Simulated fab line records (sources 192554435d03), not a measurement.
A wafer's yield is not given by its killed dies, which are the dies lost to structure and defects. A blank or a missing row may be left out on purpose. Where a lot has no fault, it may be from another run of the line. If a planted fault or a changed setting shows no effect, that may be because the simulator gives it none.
fab line records -- flow n5Finfet -- part 1 of 2: steps 1 to 4 of 6
record: lots: 23, wafers: 69, lastDay: 17
route steps=1938 shown FIN_CUT@169 STI_FIN_REVEAL@207 DUMMY_GATE@231
lots with no fault: from the same line, run without faults
startH: hours from the record's first day to the start of the lot's first wafer shown -- waitH: how many hours have passed since the lot's step before this one -- " identical to the entry in the row above -- L1.1+2: a single row standing in for several wafers -- - either no value or no given start -- * or withheld: withheld -- < > ~ a bound
route shown NAME@n: NAME is a module with steps in the file, n the number in the route of the first one -- usual: mean/standard deviation taken from wafers without a fault -- same: alike in all rows -- chamber/n: place in a boat -- sites: the reading at each site -- _std_site: the values' standard deviation -- _edge_site: the outer-site mean with the inner-site mean subtracted -- radiusMm: for every site, how far away it sits from the centre of the wafer -- mask NAME#n: copy n -- behind: the last tool/chamber to shape the wafer -- hold: why the lot went on hold/how many hours it stayed there/how the hold came to an end -- device: which transistor (n, p or np) failed to switch -- end of line: the route-end tests of the same wafers -- a step without rows: its recipe alone -- killed: count of dies lost to structure and defects at first sort (not the wafer's yield) -- map: dies across one wafer; x = killed, . = not, _ = none there
set.NAME: the run value of the setting; set.NAME@STEP: its run value at that earlier step -- model.NAME: the simulator's own value behind a step, which no gauge read
the route's steps for a sample of lots (tables are steps, rows are wafers)
services: when a tool's chamber went out of use (startH, in hours from the record's first day, below 0 if earlier), for how many hours, and the reason
== steps ==
step: N5_FIN_CUT_ETCH_21
recipe: chemistry: N2/H2, target: SOC, targetDepthA: 2190, overetchA: 438, maskMaterial: SiARC, tempC: 40, ionEnergyEv: 100, biasW: 61, timeS: 523.5, pressureMtorr: 30, sourceW: 850, n2FlowSccm: 200, h2FlowSccm: 200
usual: drypumpMotorCurrentA: 5.8/0.63, oesProductAu: 0.70/0.063, rfVppV: 240.8/1.6, showerheadPlenumPTorr: 2.54/0.1, throttleValvePct: 17.83/0.24
lot.wafer,tool,chamber,startH,waitH,drypumpMotorCurrentA,oesProductAu,rfHoursCounterH,rfVppV,showerheadPlenumPTorr,throttleValvePct
L074.2,rieDiel-01,2,27.27,0.0,6.4,0.73,131,243.3,2.66,18.15
L074.5,rieDiel-01,2,27.27,0.0,6.4,0.72,-,241.9,2.66,18.17
L074.6,rieDiel-01,1,27.27,0.0,5.8,0.63,-,239.7,2.40,17.89
L075.3,rieDiel-01,1,32.89,0.0,5.8,0.62,240,239.9,2.40,17.88
L075.4,rieDiel-01,0,32.89,0.0,6.0,0.66,201,241.7,2.64,17.96
L075.5,rieDiel-01,3,32.89,0.0,4.9,0.65,-,242.6,2.63,17.73
L076.2,rieDiel-05,3,38.16,0.0,6.8,0.75,100,239.7,2.47,17.74
L076.4,rieDiel-05,2,38.16,0.0,6.2,0.70,-,239.8,2.44,17.79
L076.6,rieDiel-05,3,38.16,0.0,6.8,0.74,-,240.5,2.47,17.74
L077.1,rieDiel-05,3,45.70,0.0,6.8,0.74,103,239.4,2.47,17.75
L077.3,rieDiel-05,1,45.70,0.0,6.0,0.65,212,240.2,2.53,18.25
L077.5,rieDiel-05,3,45.70,0.0,6.8,0.75,-,238.9,2.47,17.75
L078.1,rieDiel-03,0,52.36,0.0,5.4,0.68,187,241.5,2.62,17.75
L078.3,rieDiel-03,3,52.36,0.0,5.2,0.75,81,238.2,2.37,17.57
L078.6,rieDiel-03,0,52.36,0.0,5.3,0.68,-,241.8,2.62,17.76
L079.1,rieDiel-01,0,58.67,0.0,6.0,0.66,209,243.9,2.63,17.96
L079.4,rieDiel-01,1,58.67,0.0,5.8,0.62,248,238.2,2.40,17.91
L079.6,rieDiel-01,1,58.67,0.0,5.8,0.62,-,239.5,2.40,17.89
L080.1,rieDiel-05,2,62.56,0.0,6.2,0.68,141,239.5,2.44,17.83
L080.3,rieDiel-05,1,62.56,0.0,6.0,0.64,217,241.0,2.53,18.26
L080.6,rieDiel-05,3,62.56,0.0,6.8,0.74,-,239.5,2.46,17.76
L082.1,rieDiel-01,0,75.77,0.0,6.0,0.65,214,241.9,2.63,17.96
L082.4,rieDiel-01,2,75.77,0.0,6.3,0.72,-,242.9,2.66,18.19
L082.6,rieDiel-01,0,75.77,0.0,6.0,0.66,-,243.4,2.63,17.99
L083.1,rieDiel-01,2,80.59,0.0,6.3,0.71,148,243.5,2.66,18.20
L083.2,rieDiel-01,0,80.59,0.0,6.0,0.65,216,241.2,2.63,17.98
L083.4,rieDiel-01,2,80.59,0.0,6.4,0.71,-,243.3,2.66,18.18
L084.3,rieDiel-03,0,87.36,0.0,5.4,0.67,199,243.0,2.62,17.79
L084.5,rieDiel-03,3,87.36,0.0,5.2,0.74,-,237.5,2.37,17.57
L084.6,rieDiel-03,2,87.36,0.0,5.2,0.71,-,241.8,2.66,17.60
L085.2,rieDiel-05,2,95.90,0.0,6.2,0.68,150,240.2,2.44,17.82
L085.4,rieDiel-05,2,95.90,0.0,6.2,0.68,-,239.7,2.44,17.82
L085.6,rieDiel-05,0,95.90,0.0,4.7,0.86,-,241.5,2.49,17.46
L086.1,rieDiel-05,3,102.04,0.0,6.8,0.73,119,239.8,2.46,17.77
L086.2,rieDiel-05,0,102.04,0.0,4.7,0.85,12,239.5,2.49,17.48
L086.4,rieDiel-05,2,102.04,0.0,6.2,0.67,152,239.5,2.44,17.84
L087.2,rieDiel-05,1,106.78,0.0,6.0,0.64,227,242.1,2.52,18.28
L087.5,rieDiel-05,2,106.78,0.0,6.2,0.67,-,238.6,2.44,17.83
L087.6,rieDiel-05,1,106.78,0.0,6.0,0.64,-,239.3,2.52,18.28
L088.2,rieDiel-03,0,112.83,0.0,5.4,0.66,208,241.5,2.62,17.79
L088.3,rieDiel-03,3,112.83,0.0,5.2,0.73,102,239.1,2.36,17.60
L088.5,rieDiel-03,3,112.83,0.0,5.2,0.73,-,237.2,2.36,17.59
L089.2,rieDiel-05,1,117.08,0.0,6.0,0.64,231,239.9,2.52,18.28
L089.3,rieDiel-05,2,117.08,0.0,6.2,0.67,154,238.4,2.44,17.83
L089.6,rieDiel-05,0,117.08,0.0,4.7,0.83,-,241.0,2.49,17.50
L090.1,rieDiel-03,0,124.11,0.0,5.4,0.66,213,240.5,2.61,17.81
L090.3,rieDiel-03,3,124.11,0.0,5.2,0.72,108,237.3,2.36,17.61
L090.6,rieDiel-03,3,124.11,0.0,5.2,0.72,-,236.8,2.36,17.61
L091.4,rieDiel-01,0,129.15,0.0,6.0,0.64,234,241.6,2.62,18.01
L091.5,rieDiel-01,3,129.15,0.0,4.9,0.63,-,240.6,2.62,17.79
L091.6,rieDiel-01,0,129.15,0.0,6.0,0.64,-,241.6,2.62,18.01
L092.1,rieDiel-01,1,135.88,0.0,5.8,0.86,16,244.1,2.71,17.47
L092.4,rieDiel-01,0,135.88,0.0,6.0,0.64,-,242.0,2.62,18.02
L092.6,rieDiel-01,2,135.88,0.0,6.4,0.70,-,242.5,2.65,18.23
L093.1,rieDiel-05,1,141.47,0.0,6.0,0.63,239,239.7,2.52,18.29
L093.4,rieDiel-05,3,141.47,0.0,6.8,0.72,132,240.5,2.45,17.79
L093.5,rieDiel-05,2,141.47,0.0,6.2,0.68,-,240.3,2.43,17.86
L094.2,rieDiel-05,1,147.89,0.0,6.0,0.63,241,239.8,2.51,18.29
L094.3,rieDiel-05,3,147.89,0.0,6.8,0.72,134,239.9,2.45,17.80
L094.4,rieDiel-05,0,147.89,0.0,4.7,0.82,28,240.9,2.48,17.51
L095.1,rieDiel-03,3,153.50,0.0,5.2,0.71,116,237.9,2.36,17.61
L095.3,rieDiel-03,0,153.50,0.0,5.4,0.65,221,241.8,2.61,17.82
L095.4,rieDiel-03,2,153.50,0.0,5.1,0.69,143,242.2,2.65,17.64
L096.2,rieDiel-05,2,158.78,0.0,6.2,0.67,167,239.0,2.43,17.85
L096.3,rieDiel-05,1,158.78,0.0,6.0,0.63,244,239.0,2.51,18.31
L096.6,rieDiel-05,2,158.78,0.0,6.2,0.67,-,239.2,2.43,17.88
L097.1,rieDiel-01,3,164.71,0.0,4.9,0.63,246,241.5,2.61,17.82
L097.4,rieDiel-01,2,164.71,0.0,6.4,0.68,178,241.9,2.64,18.24
L097.5,rieDiel-01,3,164.71,0.0,4.9,0.62,-,242.2,2.61,17.81
step: N5_FIN_CUT_CUT_ETCH_27
recipe: chemistry: CHF3/O2, target: SiO2, targetDepthA: 40, maskMaterial: SOC, overetchA: 20, timeS: 4.9, pressureMtorr: 30, sourceW: 650, biasW: 170, Ar_flow_sccm: 200, CHF3_flow_sccm: 50, O2_flow_sccm: 5, ionEnergyEv: 200
usual: CHF3_flow_sccm: 50.00/0.14, drypumpMotorCurrentA: 5.8/0.63, mfcArSccm: 200.0/0.64, oesProductAu: 0.60/0.054, rfVppV: 522/4.8, showerheadPlenumPTorr: 2.41/0.093, throttleValvePct: 18.84/0.17
lot.wafer,tool,chamber,startH,waitH,CHF3_flow_sccm,drypumpMotorCurrentA,mfcArSccm,oesProductAu,rfHoursCounterH,rfVppV,showerheadPlenumPTorr,throttleValvePct
L074.2,rieDiel-01,2,27.66,0.0,50.22,6.4,200.0,0.62,131,521,2.51,19.07
L074.5,rieDiel-01,2,27.66,0.0,50.26,6.4,199.3,0.62,-,521,2.51,19.08
L074.6,rieDiel-01,1,27.66,0.0,50.09,5.8,200.8,0.53,-,518,2.28,18.97
L075.3,rieDiel-01,1,33.28,0.0,49.89,5.8,199.9,0.54,240,517,2.28,18.96
L075.4,rieDiel-01,0,33.28,0.0,49.92,6.0,200.4,0.57,201,528,2.48,18.94
L075.5,rieDiel-01,3,33.28,0.0,49.91,4.9,199.8,0.56,-,522,2.50,18.80
L076.2,rieDiel-05,3,38.55,0.0,49.94,6.8,200.7,0.64,100,514,2.34,18.84
L076.4,rieDiel-05,2,38.55,0.0,49.84,6.1,200.0,0.59,-,519,2.32,18.88
L076.6,rieDiel-05,3,38.55,0.0,49.82,6.8,200.8,0.64,-,515,2.34,18.80
L077.1,rieDiel-05,3,46.09,0.0,50.00,6.8,199.3,0.64,103,513,2.34,18.82
L077.3,rieDiel-05,1,46.09,0.0,49.76,6.0,199.2,0.56,212,529,2.38,19.03
L077.5,rieDiel-05,3,46.09,0.0,50.19,6.8,199.9,0.64,-,514,2.34,18.81
L078.1,rieDiel-03,0,52.75,0.0,50.20,5.4,201.3,0.58,188,528,2.49,18.66
L078.3,rieDiel-03,3,52.75,0.0,50.03,5.2,200.2,0.64,81,520,2.25,18.57
L078.6,rieDiel-03,0,52.75,0.0,50.27,5.4,200.5,0.58,-,528,2.49,18.68
L079.1,rieDiel-01,0,59.06,0.0,50.06,6.0,199.6,0.57,210,525,2.48,18.95
L079.4,rieDiel-01,1,59.06,0.0,50.22,5.8,199.7,0.54,248,517,2.28,18.98
L079.6,rieDiel-01,1,59.06,0.0,49.95,5.8,199.9,0.53,-,517,2.28,18.99
L080.1,rieDiel-05,2,62.95,0.0,49.79,6.2,199.9,0.59,142,518,2.32,18.89
L080.3,rieDiel-05,1,62.95,0.0,49.96,6.0,199.9,0.56,217,528,2.38,19.04
L080.6,rieDiel-05,3,62.95,0.0,50.15,6.8,198.8,0.63,-,514,2.34,18.85
L082.1,rieDiel-01,0,76.16,0.0,49.87,6.0,200.0,0.56,215,528,2.48,18.97
L082.4,rieDiel-01,2,76.16,0.0,50.17,6.4,201.0,0.62,-,522,2.51,19.10
L082.6,rieDiel-01,0,76.16,0.0,49.80,6.0,201.0,0.56,-,527,2.48,18.96
L083.1,rieDiel-01,2,80.98,0.0,50.09,6.3,199.8,0.60,148,523,2.51,19.10
L083.2,rieDiel-01,0,80.98,0.0,50.04,6.0,200.3,0.56,217,527,2.48,18.96
L083.4,rieDiel-01,2,80.98,0.0,50.20,6.3,199.9,0.61,-,523,2.51,19.10
L084.3,rieDiel-03,0,87.75,0.0,49.97,5.3,200.8,0.58,199,529,2.48,18.70
L084.5,rieDiel-03,3,87.75,0.0,49.95,5.2,201.4,0.64,-,522,2.24,18.59
L084.6,rieDiel-03,2,87.75,0.0,49.96,5.1,199.2,0.62,-,522,2.51,18.66
L085.2,rieDiel-05,2,96.29,0.0,49.93,6.2,198.8,0.59,150,519,2.31,18.93
L085.4,rieDiel-05,2,96.29,0.0,50.08,6.2,200.0,0.58,-,518,2.31,18.92
L085.6,rieDiel-05,0,96.29,0.0,49.93,4.7,199.8,0.73,-,518,2.37,18.60
L086.1,rieDiel-05,3,102.43,0.0,50.07,6.8,198.8,0.63,119,515,2.33,18.83
L086.2,rieDiel-05,0,102.43,0.0,49.87,4.7,200.4,0.73,12,519,2.37,18.60
L086.4,rieDiel-05,2,102.43,0.0,49.88,6.2,199.2,0.58,152,520,2.31,18.91
L087.2,rieDiel-05,1,107.17,0.0,50.20,6.0,199.8,0.55,227,527,2.37,19.05
L087.5,rieDiel-05,2,107.17,0.0,49.77,6.2,200.5,0.57,-,519,2.31,18.90
L087.6,rieDiel-05,1,107.17,0.0,49.89,6.0,199.9,0.55,-,527,2.37,19.05
L088.2,rieDiel-03,0,113.22,0.0,50.03,5.3,199.3,0.57,208,529,2.48,18.70
L088.3,rieDiel-03,3,113.22,0.0,49.80,5.2,199.4,0.63,103,521,2.24,18.60
L088.5,rieDiel-03,3,113.22,0.0,49.82,5.2,200.5,0.62,-,522,2.24,18.59
L089.2,rieDiel-05,1,117.47,0.0,49.84,6.0,200.2,0.55,231,530,2.37,19.05
L089.3,rieDiel-05,2,117.47,0.0,49.93,6.2,200.9,0.58,154,519,2.31,18.92
L089.6,rieDiel-05,0,117.47,0.0,50.07,4.7,200.0,0.72,-,518,2.37,18.61
L090.1,rieDiel-03,0,124.50,0.0,49.81,5.4,199.7,0.57,214,528,2.48,18.72
L090.3,rieDiel-03,3,124.50,0.0,49.69,5.2,200.5,0.63,108,521,2.24,18.62
L090.6,rieDiel-03,3,124.50,0.0,49.75,5.2,199.0,0.62,-,521,2.24,18.61
L091.4,rieDiel-01,0,129.54,0.0,50.03,6.0,199.7,0.55,234,525,2.47,18.99
L091.5,rieDiel-01,3,129.54,0.0,49.97,4.9,200.7,0.54,-,522,2.48,18.84
L091.6,rieDiel-01,0,129.54,0.0,50.07,6.0,200.9,0.54,-,525,2.47,18.99
L092.1,rieDiel-01,1,136.27,0.0,50.17,5.8,199.0,0.75,16,526,2.56,18.59
L092.4,rieDiel-01,0,136.27,0.0,50.18,6.0,201.0,0.55,-,524,2.47,19.00
L092.6,rieDiel-01,2,136.27,0.0,49.76,6.4,200.0,0.59,-,522,2.50,19.14
L093.1,rieDiel-05,1,141.86,0.0,49.97,6.0,199.0,0.55,239,529,2.37,19.07
L093.4,rieDiel-05,3,141.86,0.0,49.96,6.8,199.9,0.62,132,513,2.33,18.86
L093.5,rieDiel-05,2,141.86,0.0,49.74,6.2,199.7,0.57,-,517,2.31,18.93
L094.2,rieDiel-05,1,148.28,0.0,50.12,6.0,199.4,0.54,241,531,2.37,19.07
L094.3,rieDiel-05,3,148.28,0.0,50.08,6.8,200.0,0.62,134,514,2.33,18.89
L094.4,rieDiel-05,0,148.28,0.0,50.07,4.7,200.3,0.71,28,519,2.36,18.61
L095.1,rieDiel-03,3,153.89,0.0,49.80,5.2,200.5,0.61,116,522,2.24,18.62
L095.3,rieDiel-03,0,153.89,0.0,49.92,5.4,200.0,0.57,221,528,2.48,18.72
L095.4,rieDiel-03,2,153.89,0.0,49.92,5.2,199.9,0.59,143,520,2.50,18.69
L096.2,rieDiel-05,2,159.17,0.0,50.22,6.2,199.2,0.58,167,517,2.31,18.95
L096.3,rieDiel-05,1,159.17,0.0,49.74,6.0,200.0,0.55,244,529,2.37,19.08
L096.6,rieDiel-05,2,159.17,0.0,49.99,6.2,199.4,0.58,-,518,2.31,18.95
L097.1,rieDiel-01,3,165.10,0.0,50.08,4.9,199.1,0.54,246,521,2.48,18.87
L097.4,rieDiel-01,2,165.10,0.0,50.11,6.4,200.6,0.59,178,522,2.50,19.16
L097.5,rieDiel-01,3,165.10,0.0,49.91,4.9,198.8,0.53,-,520,2.48,18.84
step: N5_STI_FIN_REVEAL_CD_MEAS_22
recipe: targetCdNm: 6.238, pitchNm: 28, polarity: line
usual: cdNm: 6.19/0.24
lot.wafer,tool,chamber,startH,waitH,cdNm
L074.2,cdSem-02,-,37.47,0.0,5.96
L074.5,cdSem-02,-,37.47,0.0,6.66
L074.6,cdSem-02,-,37.47,0.0,5.78
L075.3,cdSem-01,-,42.79,0.0,6.73
L075.4,cdSem-01,-,42.79,0.0,6.16
L075.5,cdSem-01,-,42.79,0.0,6.07
L076.2,cdSem-01,-,48.59,0.0,6.03
L076.4,cdSem-01,-,48.59,0.0,6.21
L076.6,cdSem-01,-,48.59,0.0,6.34
L077.1,cdSem-03,-,55.73,0.0,6.17
L077.3,cdSem-03,-,55.73,0.0,6.43
L077.5,cdSem-03,-,55.73,0.0,6.77
L078.1,cdSem-01,-,63.15,0.0,6.24
L078.3,cdSem-01,-,63.15,0.0,6.61
L078.6,cdSem-01,-,63.15,0.0,6.44
L079.1,cdSem-01,-,68.17,0.0,6.46
L079.4,cdSem-01,-,68.17,0.0,5.96
L079.6,cdSem-01,-,68.17,0.0,6.29
L080.1,cdSem-02,-,72.00,0.0,5.89
L080.3,cdSem-02,-,72.00,0.0,6.16
L080.6,cdSem-02,-,72.00,0.0,6.49
L082.1,cdSem-03,-,85.59,0.0,5.89
L082.4,cdSem-03,-,85.59,0.0,5.99
L082.6,cdSem-03,-,85.59,0.0,6.35
L083.1,cdSem-01,-,90.55,0.0,5.92
L083.2,cdSem-01,-,90.55,0.0,6.26
L083.4,cdSem-01,-,90.55,0.0,6.05
L084.3,cdSem-01,-,96.95,0.0,5.93
L084.5,cdSem-01,-,96.95,0.0,6.54
L084.6,cdSem-01,-,96.95,0.0,6.36
L085.2,cdSem-02,-,107.80,0.0,6.07
L085.4,cdSem-02,-,107.80,0.0,6.25
L085.6,cdSem-02,-,107.80,0.0,6.32
L086.1,cdSem-02,-,111.66,0.0,6.07
L086.2,cdSem-02,-,111.66,0.0,6.01
L086.4,cdSem-02,-,111.66,0.0,6.26
L087.2,cdSem-01,-,116.30,0.0,6.29
L087.5,cdSem-01,-,116.30,0.0,5.99
L087.6,cdSem-01,-,116.30,0.0,6.46
L088.2,cdSem-02,-,122.37,0.0,6.54
L088.3,cdSem-02,-,122.37,0.0,6.26
L088.5,cdSem-02,-,122.37,0.0,6.17
L089.2,cdSem-02,-,126.59,0.0,6.27
L089.3,cdSem-02,-,126.59,0.0,5.90
L089.6,cdSem-02,-,126.59,0.0,6.35
L090.1,cdSem-01,-,133.60,0.0,5.89
L090.3,cdSem-01,-,133.60,0.0,5.94
L090.6,cdSem-01,-,133.60,0.0,5.83
L091.4,cdSem-01,-,138.68,0.0,6.36
L091.5,cdSem-01,-,138.68,0.0,6.21
L091.6,cdSem-01,-,138.68,0.0,5.99
L092.1,cdSem-02,-,145.62,0.0,6.43
L092.4,cdSem-02,-,145.62,0.0,6.59
L092.6,cdSem-02,-,145.62,0.0,6.45
L093.1,cdSem-03,-,151.36,0.0,5.85
L093.4,cdSem-03,-,151.36,0.0,5.84
L093.5,cdSem-03,-,151.36,0.0,5.86
L094.2,cdSem-02,-,157.33,0.0,6.43
L094.3,cdSem-02,-,157.33,0.0,6.00
L094.4,cdSem-02,-,157.33,0.0,6.39
L095.1,cdSem-01,-,163.21,0.0,6.21
L095.3,cdSem-01,-,163.21,0.0,5.72
L095.4,cdSem-01,-,163.21,0.0,5.75
L096.2,cdSem-03,-,168.92,0.0,6.50
L096.3,cdSem-03,-,168.92,0.0,6.17
L096.6,cdSem-03,-,168.92,0.0,5.85
L097.1,cdSem-03,-,174.40,0.0,6.48
L097.4,cdSem-03,-,174.40,0.0,6.94
L097.5,cdSem-03,-,174.40,0.0,6.07
step: N5_DUMMY_GATE_CD_MEAS_15
recipe: targetCdNm: 25.8, landingEnergyEv: 500, detector: seInlens
usual: cdNm: 24.98/0.24
lot.wafer,tool,chamber,startH,waitH,cdNm
L074.2,cdSem-01,0,46.07,-,24.54
L074.5,cdSem-01,0,46.07,-,24.77
L074.6,cdSem-01,0,46.07,-,24.66
L075.3,cdSem-03,0,51.66,-,24.76
L075.4,cdSem-03,0,51.66,-,25.05
L075.5,cdSem-03,0,51.66,-,25.34
L076.2,cdSem-02,0,57.47,-,24.72
L076.4,cdSem-02,0,57.47,-,24.74
L076.6,cdSem-02,0,57.47,-,24.55
L077.1,cdSem-01,0,64.88,-,24.78
L077.3,cdSem-01,0,64.88,-,24.67
L077.5,cdSem-01,0,64.88,-,25.36
L078.1,cdSem-03,0,73.74,-,25.17
L078.3,cdSem-03,0,73.74,-,25.08
L078.6,cdSem-03,0,73.74,-,25.25
L079.1,cdSem-02,0,77.65,-,25.48
L079.4,cdSem-02,0,77.65,-,25.08
L079.6,cdSem-02,0,77.65,-,25.03
L080.1,cdSem-02,0,80.70,-,25.06
L080.3,cdSem-02,0,80.70,-,24.75
L080.6,cdSem-02,0,80.70,-,25.26
L082.1,cdSem-01,0,94.37,-,24.82
L082.4,cdSem-01,0,94.37,-,24.84
L082.6,cdSem-01,0,94.37,-,25.06
L083.1,cdSem-01,0,99.31,-,24.57
L083.2,cdSem-01,0,99.31,-,25.13
L083.4,cdSem-01,0,99.31,-,25.05
L084.3,cdSem-02,0,106.89,-,25.07
L084.5,cdSem-02,0,106.89,-,24.92
L084.6,cdSem-02,0,106.89,-,25.10
L085.2,cdSem-03,0,116.82,-,25.24
L085.4,cdSem-03,0,116.82,-,25.48
L085.6,cdSem-03,0,116.82,-,25.15
L086.1,cdSem-02,0,120.37,-,24.77
L086.2,cdSem-02,0,120.37,-,25.28
L086.4,cdSem-02,0,120.37,-,24.92
L087.2,cdSem-03,0,125.27,-,24.65
L087.5,cdSem-03,0,125.27,-,24.80
L087.6,cdSem-03,0,125.27,-,24.83
L088.2,cdSem-02,0,132.95,-,24.99
L088.3,cdSem-02,0,132.95,-,24.91
L088.5,cdSem-02,0,132.95,-,24.77
L089.2,cdSem-03,0,135.18,-,24.94
L089.3,cdSem-03,0,135.18,-,25.38
L089.6,cdSem-03,0,135.18,-,24.86
L090.1,cdSem-01,0,142.69,-,25.01
L090.3,cdSem-01,0,142.69,-,24.97
L090.6,cdSem-01,0,142.69,-,24.96
L091.4,cdSem-03,0,147.31,-,24.91
L091.5,cdSem-03,0,147.31,-,25.31
L091.6,cdSem-03,0,147.31,-,24.74
L092.1,cdSem-03,0,156.18,-,25.21
L092.4,cdSem-03,0,156.18,-,25.02
L092.6,cdSem-03,0,156.18,-,24.83
L093.1,cdSem-02,0,160.05,-,25.10
L093.4,cdSem-02,0,160.05,-,24.92
L093.5,cdSem-02,0,160.05,-,24.78
L094.2,cdSem-01,0,167.97,-,25.01
L094.3,cdSem-01,0,167.97,-,24.68
L094.4,cdSem-01,0,167.97,-,25.14
L095.1,cdSem-02,0,172.30,-,25.06
L095.3,cdSem-02,0,172.30,-,24.84
L095.4,cdSem-02,0,172.30,-,25.14
L096.2,cdSem-01,0,179.59,-,24.58
L096.3,cdSem-01,0,179.59,-,24.75
L096.6,cdSem-01,0,179.59,-,24.92
L097.1,cdSem-03,0,183.14,-,25.04
L097.4,cdSem-03,0,183.14,-,25.23
L097.5,cdSem-03,0,183.14,-,25.30
